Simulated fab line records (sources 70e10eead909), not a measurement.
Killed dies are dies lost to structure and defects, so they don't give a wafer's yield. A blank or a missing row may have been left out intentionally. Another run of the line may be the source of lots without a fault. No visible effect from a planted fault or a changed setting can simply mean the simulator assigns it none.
What tool caused it? ; flow nand-harc ; 6 lots, 18 wafers sampled, at 5 steps of a route of 1302

== WHAT EACH GAUGE READ, for each wafer ==
NHARC_END_SORT_01.
lot;measured;on;killed-at-array
L571;day 30 13:58;prober-02;83 70 73

== WHAT TOOL EACH LOT RAN ON (gives the tool, then ch and the chambers of the sampled wafers, and finally the start) ==
lot;NHARC_A_CHANNEL_FILL_D1_ALD_02;NHARC_A_CHANNEL_FILL_D1_ETCHBACK_08;NHARC_A_DECK1_JOINT_ETCHBACK_00;NHARC_A_DECK1_JOINT_CMP_02
L556;ald-hk-01 ch 0,1, day 9 02:53;rie-diel-03 ch 0,2,3, day 11 13:42 or earlier;rie-si-05 ch 0,3, day 11 13:42;cmp-01 ch 0,2,3, day 12 16:40
L560;ald-hk-03 ch 0,1,2, day 11 01:02;rie-diel-01 ch 0,1,2, day 13 13:16 or earlier;rie-si-04 ch 1,2,3, day 13 13:16;cmp-02 ch 1,2,3, day 14 17:56
L564;ald-hk-03 ch 1,2,3, day 12 12:53;rie-diel-03 ch 0,1,3, day 15 02:36 or earlier;rie-si-05 ch 0,1,3, day 15 02:36;cmp-03 ch 0,2, day 16 00:49
L571;ald-hk-01 ch 1,2, day 15 10:55;rie-diel-06 ch 1,2,3, day 17 21:19 or earlier;rie-si-05 ch 0,2,3, day 17 21:19;cmp-01 ch 0,1,2, day 18 19:46
L572;ald-hk-01 ch 0,1,2, day 15 23:31;rie-diel-01 ch 0,2, day 18 12:13 or earlier;rie-si-05 ch 0,3, day 18 12:13;cmp-01 ch 0,2, day 19 13:37
L577;ald-hk-02 ch 1,2,3, day 17 19:17;rie-diel-01 ch 0,1, day 20 10:49 or earlier;rie-si-03 ch 1,2, day 20 10:49;cmp-01 ch 2,3, day 21 07:46
- NHARC_A_CHANNEL_FILL_D1_ALD_02: deposits SiO2, target thk 6 nm, pulse time 10 s, ald cycles 60.
- NHARC_A_CHANNEL_FILL_D1_ETCHBACK_08: etches the open film in C4F8, target depth 220 nm, time 110 s.
- NHARC_A_DECK1_JOINT_ETCHBACK_00: etches the open film in HBr, target depth 30 nm, time 17.4 s.
- NHARC_A_DECK1_JOINT_CMP_02: polishes SiOx.

== THE ANSWER, worked out from the rows above alone ==
Rule: the usual values come from the lots themselves. Put in order of their means at a reading, lots are off if they are a third of the lots or fewer, leave a main group of 4 or more, and stand apart from it by a gap of 3 or more times the standard deviation of the main group's means; of several such gaps the widest counts. A main group whose means are all the same, to the digits that the tables above print for the reading, isn't used. Also off: a lot with no number at a reading for which 4 or more lots have one. The other lots that the step has rows for count as sound.
No lot is off at any reading shown: from this, nothing can be told.

== WHAT THE SIMULATOR HAD INSERTED ==
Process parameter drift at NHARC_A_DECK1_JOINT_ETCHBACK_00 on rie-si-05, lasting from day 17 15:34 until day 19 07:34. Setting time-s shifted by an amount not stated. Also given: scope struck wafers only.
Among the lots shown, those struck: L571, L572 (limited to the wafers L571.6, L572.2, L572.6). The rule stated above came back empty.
